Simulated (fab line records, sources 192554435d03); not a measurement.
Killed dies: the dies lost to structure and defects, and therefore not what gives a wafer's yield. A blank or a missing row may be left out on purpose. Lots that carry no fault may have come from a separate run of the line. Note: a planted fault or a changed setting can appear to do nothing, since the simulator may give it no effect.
Which of the tools did it? + flow n5Finfet + Sampling: 23 lots, 69 wafers, 6 of 1938 route steps

WHAT EACH GAUGE READ, for each wafer
N5_FIN_SAQP_CD_MEAS_37: target cd 8 nm.
| lot  | measured    | on       | cdNm (nm)      |
|------|-------------|----------|----------------|
| L075 | day 2 10:31 | cdSem-03 | 8.20 8.23 8.01 |
| L076 | day 2 16:10 | cdSem-01 | 8.23 8.27 8.16 |
| L077 | day 2 23:24 | cdSem-01 | 8.25 8.27 7.86 |
| L078 | day 3 04:04 | cdSem-02 | 8.34 8.29 7.89 |
| L079 | day 3 09:17 | cdSem-02 | 7.98 8.24 7.98 |
| L080 | day 3 14:38 | cdSem-01 | 8.48 8.67 8.05 |
| L081 | day 3 20:19 | cdSem-01 | 7.92 8.23 8.20 |
| L082 | day 4 02:59 | cdSem-02 | 8.07 7.89 8.08 |
| L083 | day 4 09:09 | cdSem-01 | 8.64 8.02 7.63 |
| L084 | day 4 17:20 | cdSem-01 | 8.48 7.41 8.57 |
| L085 | day 4 20:34 | cdSem-01 | 8.21 7.81 8.39 |
| L086 | day 5 06:41 | cdSem-01 | 8.34 8.12 7.86 |
| L087 | day 5 09:37 | cdSem-03 | 7.79 8.31 7.84 |
| L088 | day 5 16:47 | cdSem-03 | 8.14 8.44 7.34 |
| L089 | day 5 20:50 | cdSem-01 | 7.99 7.89 7.84 |
| L090 | day 6 02:27 | cdSem-01 | 8.38 8.28 8.26 |
| L091 | day 6 10:34 | cdSem-02 | 8.18 8.10 7.88 |
| L092 | day 6 15:30 | cdSem-02 | 8.14 8.40 8.03 |
| L093 | day 6 20:50 | cdSem-01 | 8.24 7.75 8.16 |
| L094 | day 7 04:46 | cdSem-02 | 8.13 7.39 8.20 |
| L095 | day 7 08:50 | cdSem-03 | 8.21 8.30 7.87 |
| L096 | day 7 15:52 | cdSem-03 | 8.22 7.99 7.70 |
| L097 | day 7 20:42 | cdSem-02 | 7.84 8.01 7.55 |

N5_FIN_SAQP_INSPECT_40: inspects for defects (brightfield).
| lot  | measured    | on               | rawDefectCount |
|------|-------------|------------------|----------------|
| L075 | day 2 10:38 | defectInspect-02 | 210 233 257    |
| L076 | day 2 16:19 | defectInspect-02 | 223 211 143    |
| L077 | day 2 23:31 | defectInspect-01 | 140 240 181    |
| L078 | day 3 04:13 | defectInspect-02 | 226 327 225    |
| L079 | day 3 09:25 | defectInspect-02 | 250 313 274    |
| L080 | day 3 14:46 | defectInspect-01 | 115 118 184    |
| L081 | day 3 20:27 | defectInspect-01 | 159 257 149    |
| L082 | day 4 03:07 | defectInspect-01 | 211 184 194    |
| L083 | day 4 09:17 | defectInspect-01 | 259 291 172    |
| L084 | day 4 17:28 | defectInspect-01 | 133 148 144    |
| L085 | day 4 20:42 | defectInspect-01 | 299 163 338    |
| L086 | day 5 06:49 | defectInspect-02 | 235 173 174    |
| L087 | day 5 09:44 | defectInspect-02 | 174 225 214    |
| L088 | day 5 16:55 | defectInspect-02 | 143 198 244    |
| L089 | day 5 20:58 | defectInspect-02 | 175 246 254    |
| L090 | day 6 02:35 | defectInspect-02 | 177 166 176    |
| L091 | day 6 10:42 | defectInspect-02 | 123 127 148    |
| L092 | day 6 15:38 | defectInspect-02 | 152 156 160    |
| L093 | day 6 20:58 | defectInspect-02 | 265 282 412    |
| L094 | day 7 04:54 | defectInspect-01 | 249 300 373    |
| L095 | day 7 08:58 | defectInspect-01 | 193 274 197    |
| L096 | day 7 15:59 | defectInspect-02 | 316 144 163    |
| L097 | day 7 20:52 | defectInspect-02 | 202 271 110    |

EACH LOT AND THE TOOL THAT RAN IT (in order: tool; ch and the chambers of the sampled wafers; start)
| lot  | N5_FIN_SAQP_SPACER1_ETCHBACK_25  | N5_FIN_SAQP_SPACER2_ALD_28      | N5_FIN_SAQP_STRIP_77             | N5_FIN_SAQP_ETCH_64            |
|------|----------------------------------|---------------------------------|----------------------------------|--------------------------------|
| L075 | rieDiel-04 ch 0,1, day 2 07:57   | aldSin-04 ch 1,2, day 2 09:19   | rieDiel-04 ch 0,1, day 2 10:11   | rieSi-05 ch 0,3, day 2 10:22   |
| L076 | rieDiel-03 ch 0,1,3, day 2 13:52 | aldSin-01 ch 0,1,3, day 2 15:11 | rieDiel-04 ch 0,1, day 2 15:51   | rieSi-03 ch 1,2, day 2 16:01   |
| L077 | rieDiel-05 ch 1,2,3, day 2 19:44 | aldSin-04 ch 1,2,3, day 2 22:13 | rieDiel-05 ch 1,2,3, day 2 23:08 | rieSi-05 ch 0,2,3, day 2 23:15 |
| L078 | rieDiel-04 ch 0,1, day 3 01:41   | aldSin-01 ch 0,1, day 3 02:59   | rieDiel-03 ch 2,3, day 3 03:45   | rieSi-06 ch 0,2, day 3 03:55   |
| L079 | rieDiel-04 ch 0,1,2, day 3 06:41 | aldSin-01 ch 2,3, day 3 08:07   | rieDiel-03 ch 0,1,2, day 3 08:58 | rieSi-05 ch 0,2,3, day 3 09:08 |
| L080 | rieDiel-05 ch 0,2,3, day 3 12:17 | aldSin-02 ch 1,2,3, day 3 13:35 | rieDiel-05 ch 0,1,3, day 3 14:19 | rieSi-06 ch 0,1,3, day 3 14:29 |
| L081 | rieDiel-04 ch 0,3, day 3 17:41   | aldSin-02 ch 0,1, day 3 19:07   | rieDiel-04 ch 0,3, day 3 20:00   | rieSi-06 ch 1,2,3, day 3 20:10 |
| L082 | rieDiel-04 ch 0,1,3, day 4 00:32 | aldSin-01 ch 2,3, day 4 02:01   | rieDiel-04 ch 1,2,3, day 4 02:40 | rieSi-06 ch 0,2,3, day 4 02:50 |
| L083 | rieDiel-04 ch 1,2,3, day 4 06:53 | aldSin-02 ch 1,2,3, day 4 08:07 | rieDiel-05 ch 1,2,3, day 4 08:50 | rieSi-06 ch 0,2,3, day 4 09:01 |
| L084 | rieDiel-04 ch 0,1,3, day 4 15:08 | aldSin-01 ch 0,1,3, day 4 16:22 | rieDiel-04 ch 0,2,3, day 4 17:02 | rieSi-05 ch 0,2, day 4 17:12   |
| L085 | rieDiel-05 ch 1,3, day 4 18:22   | aldSin-01 ch 0,2,3, day 4 19:35 | rieDiel-04 ch 0,1,3, day 4 20:16 | rieSi-05 ch 0,1, day 4 20:26   |
| L086 | rieDiel-04 ch 0,1,2, day 5 04:26 | aldSin-04 ch 0,2,3, day 5 05:43 | rieDiel-03 ch 0,2,3, day 5 06:23 | rieSi-06 ch 0,2,3, day 5 06:33 |
| L087 | rieDiel-05 ch 0,1,3, day 5 06:43 | aldSin-04 ch 1,2,3, day 5 08:03 | rieDiel-05 ch 0,1,3, day 5 09:18 | rieSi-06 ch 0,1,3, day 5 09:28 |
| L088 | rieDiel-05 ch 0,1,3, day 5 14:07 | aldSin-01 ch 0,1,2, day 5 15:41 | rieDiel-04 ch 1,2,3, day 5 16:28 | rieSi-06 ch 1,2,3, day 5 16:38 |
| L089 | rieDiel-04 ch 0,2,3, day 5 18:38 | aldSin-01 ch 1,2,3, day 5 19:52 | rieDiel-03 ch 0,1, day 5 20:32   | rieSi-05 ch 1,3, day 5 20:42   |
| L090 | rieDiel-03 ch 0,1,3, day 6 00:15 | aldSin-01 ch 1,2,3, day 6 01:28 | rieDiel-05 ch 0,1,2, day 6 02:08 | rieSi-06 ch 0,1,3, day 6 02:19 |
| L091 | rieDiel-04 ch 0,2,3, day 6 07:35 | aldSin-04 ch 1,2,3, day 6 09:31 | rieDiel-05 ch 0,1,2, day 6 10:16 | rieSi-05 ch 1,2,3, day 6 10:26 |
| L092 | rieDiel-04 ch 0,3, day 6 13:07   | aldSin-02 ch 1,2,3, day 6 14:25 | rieDiel-04 ch 0,2,3, day 6 15:11 | rieSi-05 ch 2,3, day 6 15:22   |
| L093 | rieDiel-03 ch 1,2, day 6 18:21   | aldSin-01 ch 1,3, day 6 19:52   | rieDiel-05 ch 0,2,3, day 6 20:31 | rieSi-06 ch 0,2, day 6 20:41   |
| L094 | rieDiel-03 ch 1,2, day 7 02:28   | aldSin-01 ch 0,3, day 7 03:47   | rieDiel-05 ch 0,1,2, day 7 04:27 | rieSi-05 ch 1,2,3, day 7 04:37 |
| L095 | rieDiel-04 ch 1,2,3, day 7 06:28 | aldSin-02 ch 0,1,2, day 7 07:52 | rieDiel-03 ch 1,2,3, day 7 08:31 | rieSi-03 ch 0,2,3, day 7 08:41 |
| L096 | rieDiel-05 ch 0,1,2, day 7 11:59 | aldSin-01 ch 0,1,3, day 7 14:53 | rieDiel-03 ch 1,2,3, day 7 15:32 | rieSi-05 ch 0,3, day 7 15:43   |
| L097 | rieDiel-04 ch 1,2,3, day 7 17:26 | aldSin-01 ch 1,2,3, day 7 19:26 | rieDiel-04 ch 2,3, day 7 20:23   | rieSi-05 ch 0,2,3, day 7 20:34 |
- N5_FIN_SAQP_SPACER1_ETCHBACK_25: etches SiO2 in CHF3/O2, target depth 24.4 nm, time 12.2 s.
- N5_FIN_SAQP_SPACER2_ALD_28: deposits SiO2, target thk 8.1 nm, pulse time 1 s, purge time 2 s.
- N5_FIN_SAQP_STRIP_77: strips in N2/H2, time 90 s.
- N5_FIN_SAQP_ETCH_64: etches SiO2 in CF4, target depth 1.5 nm.

WHAT THE TOOLS THEMSELVES READ (means of the sampled wafers that have a number; where no wafer has one, the mark that the record gives instead)
N5_FIN_SAQP_SPACER1_ETCHBACK_25.
| lot  | tool       | chamberPressureMTorr (mTorr) | drypumpMotorCurrentA (A) | oes_o_777_au (a.u.) | oesProductAu (a.u.) | rfVppV (V) | showerheadPlenumPTorr (Torr) | throttleValvePct (%) |
|------|------------|------------------------------|--------------------------|---------------------|---------------------|------------|------------------------------|----------------------|
| L075 | rieDiel-04 | 29.996                       | 6.2                      | 0.75                | 0.74                | 516        | 2.45                         | 19.10                |
| L076 | rieDiel-03 | 30.011                       | 5.2                      | 0.77                | 0.77                | 526        | 2.35                         | 19.05                |
| L077 | rieDiel-05 | 29.998                       | 5.9                      | 0.88                | 0.89                | 521        | 2.44                         | 18.73                |
| L078 | rieDiel-04 | 29.997                       | 6.2                      | 0.75                | 0.74                | 517        | 2.45                         | 19.12                |
| L079 | rieDiel-04 | 30.003                       | 5.8                      | 0.73                | 0.73                | 517        | 2.41                         | 19.04                |
| L080 | rieDiel-05 | 30.002                       | 5.8                      | 0.93                | 0.94                | 522        | 2.42                         | 18.56                |
| L081 | rieDiel-04 | 29.997                       | 6.2                      | 0.78                | 0.77                | 512        | 2.46                         | 19.19                |
| L082 | rieDiel-04 | 29.989                       | 6.2                      | 0.75                | 0.75                | 516        | 2.48                         | 19.07                |
| L083 | rieDiel-04 | 30.035                       | 5.8                      | 0.73                | 0.73                | 517        | 2.44                         | 18.99                |
| L084 | rieDiel-04 | 29.986                       | 6.2                      | 0.75                | 0.75                | 515        | 2.48                         | 19.08                |
| L085 | rieDiel-05 | 29.983                       | 5.6                      | 0.85                | 0.85                | 518        | 2.40                         | 18.73                |
| L086 | rieDiel-04 | 30.000                       | 5.8                      | 0.71                | 0.71                | 517        | 2.41                         | 19.06                |
| L087 | rieDiel-05 | 29.992                       | 5.4                      | 0.85                | 0.85                | 519        | 2.44                         | 18.76                |
| L088 | rieDiel-05 | 30.019                       | 5.4                      | 0.84                | 0.85                | 519        | 2.44                         | 18.76                |
| L089 | rieDiel-04 | 30.026                       | 5.8                      | 0.74                | 0.73                | 512        | 2.41                         | 19.14                |
| L090 | rieDiel-03 | 30.000                       | 5.2                      | 0.81                | 0.84                | 526        | 2.34                         | 18.97                |
| L091 | rieDiel-04 | 30.022                       | 5.8                      | 0.74                | 0.73                | 512        | 2.41                         | 19.14                |
| L092 | rieDiel-04 | 29.988                       | 6.2                      | 0.75                | 0.74                | 511        | 2.45                         | 19.23                |
| L093 | rieDiel-03 | 30.001                       | 4.8                      | 0.84                | 0.87                | 534        | 2.37                         | 19.04                |
| L094 | rieDiel-03 | 30.013                       | 5.0                      | 0.85                | 0.87                | 532        | 2.37                         | 19.03                |
| L095 | rieDiel-04 | 29.989                       | 5.8                      | 0.80                | 0.80                | 516        | 2.43                         | 18.90                |
| L096 | rieDiel-05 | 29.979                       | 5.7                      | 0.82                | 0.83                | 523        | 2.46                         | 18.81                |
| L097 | rieDiel-04 | 30.019                       | 5.8                      | 0.80                | 0.79                | 516        | 2.43                         | 18.92                |

N5_FIN_SAQP_SPACER2_ALD_28.
| lot  | tool      | heaterPowerW (W) | precursorPulseHeightRel | susceptorTempC (C) |
|------|-----------|------------------|-------------------------|--------------------|
| L075 | aldSin-04 | 447              | 1.007                   | 300.07             |
| L076 | aldSin-01 | 466              | 0.984                   | 300.16             |
| L077 | aldSin-04 | 483              | 0.990                   | 300.08             |
| L078 | aldSin-01 | 454              | 1.017                   | 300.03             |
| L079 | aldSin-01 | 495              | 0.993                   | 300.08             |
| L080 | aldSin-02 | 536              | 1.005                   | 299.96             |
| L081 | aldSin-02 | 470              | 0.994                   | 300.05             |
| L082 | aldSin-01 | 489              | 1.001                   | 300.00             |
| L083 | aldSin-02 | 541              | 1.007                   | 299.98             |
| L084 | aldSin-01 | 460              | 0.990                   | 299.96             |
| L085 | aldSin-01 | 477              | 1.003                   | 300.15             |
| L086 | aldSin-04 | 473              | 0.989                   | 300.11             |
| L087 | aldSin-04 | 460              | 1.010                   | 299.93             |
| L088 | aldSin-01 | 467              | 0.994                   | 299.99             |
| L089 | aldSin-01 | 481              | 1.010                   | 299.95             |
| L090 | aldSin-01 | 478              | 1.002                   | 299.86             |
| L091 | aldSin-04 | 464              | 0.991                   | 299.88             |
| L092 | aldSin-02 | 535              | 0.993                   | 300.08             |
| L093 | aldSin-01 | 469              | 1.002                   | 300.04             |
| L094 | aldSin-01 | 481              | 1.025                   | 300.14             |
| L095 | aldSin-02 | 509              | 1.005                   | 299.89             |
| L096 | aldSin-01 | 463              | 1.007                   | 300.16             |
| L097 | aldSin-01 | 482              | 0.999                   | 300.04             |

N5_FIN_SAQP_STRIP_77.
| lot  | tool       | chamberPressureMTorr (mTorr) | drypumpMotorCurrentA (A) | oesProductAu (a.u.) | rfVppV (V) | showerheadPlenumPTorr (Torr) | throttleValvePct (%) |
|------|------------|------------------------------|--------------------------|---------------------|------------|------------------------------|----------------------|
| L075 | rieDiel-04 | 100.02                       | 6.3                      | 0.73                | 45.9       | 3.45                         | 12.28                |
| L076 | rieDiel-04 | 100.04                       | 6.2                      | 0.74                | 45.3       | 3.41                         | 12.37                |
| L077 | rieDiel-05 | 100.07                       | 5.9                      | 0.87                | 45.5       | 3.43                         | 12.00                |
| L078 | rieDiel-03 | 99.95                        | 5.1                      | 0.76                | 45.4       | 3.32                         | 12.29                |
| L079 | rieDiel-03 | 99.95                        | 5.2                      | 0.86                | 44.7       | 3.29                         | 12.31                |
| L080 | rieDiel-05 | 100.05                       | 5.4                      | 0.87                | 45.0       | 3.43                         | 12.07                |
| L081 | rieDiel-04 | 100.01                       | 6.2                      | 0.78                | 45.1       | 3.42                         | 12.43                |
| L082 | rieDiel-04 | 100.06                       | 5.8                      | 0.74                | 45.6       | 3.40                         | 12.26                |
| L083 | rieDiel-05 | 100.02                       | 5.9                      | 0.85                | 45.5       | 3.42                         | 12.04                |
| L084 | rieDiel-04 | 100.07                       | 5.8                      | 0.75                | 45.0       | 3.36                         | 12.35                |
| L085 | rieDiel-04 | 100.03                       | 6.2                      | 0.75                | 45.6       | 3.45                         | 12.37                |
| L086 | rieDiel-03 | 99.90                        | 5.3                      | 0.84                | 45.0       | 3.28                         | 12.17                |
| L087 | rieDiel-05 | 100.05                       | 5.4                      | 0.85                | 45.5       | 3.43                         | 12.10                |
| L088 | rieDiel-04 | 100.00                       | 5.8                      | 0.72                | 44.9       | 3.39                         | 12.30                |
| L089 | rieDiel-03 | 100.00                       | 5.0                      | 0.82                | 45.2       | 3.27                         | 12.42                |
| L090 | rieDiel-05 | 99.97                        | 5.7                      | 0.84                | 45.4       | 3.47                         | 12.11                |
| L091 | rieDiel-05 | 100.04                       | 5.7                      | 0.84                | 45.6       | 3.47                         | 12.11                |
| L092 | rieDiel-04 | 99.97                        | 5.8                      | 0.73                | 45.5       | 3.35                         | 12.41                |
| L093 | rieDiel-05 | 100.01                       | 5.8                      | 0.88                | 46.1       | 3.40                         | 11.92                |
| L094 | rieDiel-05 | 100.01                       | 5.7                      | 0.84                | 45.2       | 3.47                         | 12.13                |
| L095 | rieDiel-03 | 100.07                       | 5.0                      | 0.87                | 44.7       | 3.31                         | 12.13                |
| L096 | rieDiel-03 | 99.96                        | 5.0                      | 0.87                | 45.1       | 3.30                         | 12.13                |
| L097 | rieDiel-04 | 100.03                       | 5.3                      | 0.71                | 45.8       | 3.29                         | 12.35                |

N5_FIN_SAQP_ETCH_64.
| lot  | tool     | chamberPressureMTorr (mTorr) | drypumpMotorCurrentA (A) | heBacksideLeakSccm (sccm) | oesProductAu (a.u.) | throttleValvePct (%) |
|------|----------|------------------------------|--------------------------|---------------------------|---------------------|----------------------|
| L075 | rieSi-05 | 9.995                        | 5.9                      | 2.79                      | 0.996               | 21.91                |
| L076 | rieSi-03 | 10.001                       | 6.3                      | 2.80                      | 1.014               | 21.48                |
| L077 | rieSi-05 | 10.003                       | 6.0                      | 2.85                      | 0.993               | 21.76                |
| L078 | rieSi-06 | 9.998                        | 5.5                      | 2.52                      | 0.998               | 21.71                |
| L079 | rieSi-05 | 10.003                       | 6.0                      | 2.79                      | 1.004               | 21.77                |
| L080 | rieSi-06 | 10.006                       | 5.4                      | 2.72                      | 0.992               | 21.64                |
| L081 | rieSi-06 | 9.997                        | 5.2                      | 2.75                      | 1.000               | 21.79                |
| L082 | rieSi-06 | 9.998                        | 5.3                      | 2.77                      | 1.000               | 21.76                |
| L083 | rieSi-06 | 9.996                        | 5.3                      | 2.76                      | 1.010               | 21.76                |
| L084 | rieSi-05 | 9.996                        | 6.1                      | 3.03                      | 1.003               | 21.61                |
| L085 | rieSi-05 | 10.005                       | 5.3                      | 2.70                      | 1.001               | 21.70                |
| L086 | rieSi-06 | 10.003                       | 5.3                      | 2.88                      | 1.005               | 21.77                |
| L087 | rieSi-06 | 10.003                       | 5.4                      | 2.79                      | 0.989               | 21.65                |
| L088 | rieSi-06 | 9.991                        | 5.3                      | 2.72                      | 0.992               | 21.79                |
| L089 | rieSi-05 | 9.995                        | 5.4                      | 2.68                      | 0.990               | 21.82                |
| L090 | rieSi-06 | 9.999                        | 5.4                      | 2.79                      | 0.993               | 21.64                |
| L091 | rieSi-05 | 10.000                       | 5.8                      | 2.66                      | 0.984               | 21.76                |
| L092 | rieSi-05 | 9.994                        | 6.1                      | 2.78                      | 0.988               | 21.88                |
| L093 | rieSi-06 | 10.002                       | 5.5                      | 2.61                      | 0.997               | 21.71                |
| L094 | rieSi-05 | 10.008                       | 5.8                      | 2.66                      | 0.992               | 21.76                |
| L095 | rieSi-03 | 9.993                        | 6.1                      | 2.65                      | 1.008               | 21.62                |
| L096 | rieSi-05 | 10.005                       | 5.9                      | 2.76                      | 0.982               | 21.75                |
| L097 | rieSi-05 | 9.997                        | 6.0                      | 2.74                      | 0.994               | 21.73                |

THE ANSWER, worked out from the rows above alone
Rule: the lots themselves supply what counts as usual. Put in order of their means at a reading, lots are off if they are a third of the lots or fewer, leave a main group of 4 or more, and stand apart from it by a gap of 3 or more times the standard deviation of the main group's means; of several such gaps the widest counts. A main group is skipped when, at the precision printed for the reading in the tables above, its means are all equal. Also off: a lot with no number at a reading for which 4 or more lots have one. All remaining lots with rows at the step are treated as sound. First the gauges in route order, then the tools' own readings, where a lot's mean is used as printed above. The first step at which some lot is off is used, and at that step the reading that is off furthest; a lot without a number counts as furthest.
None of the lots is off at any reading shown; this tells nothing.

WHAT WAS PUT IN BY THE SIMULATOR
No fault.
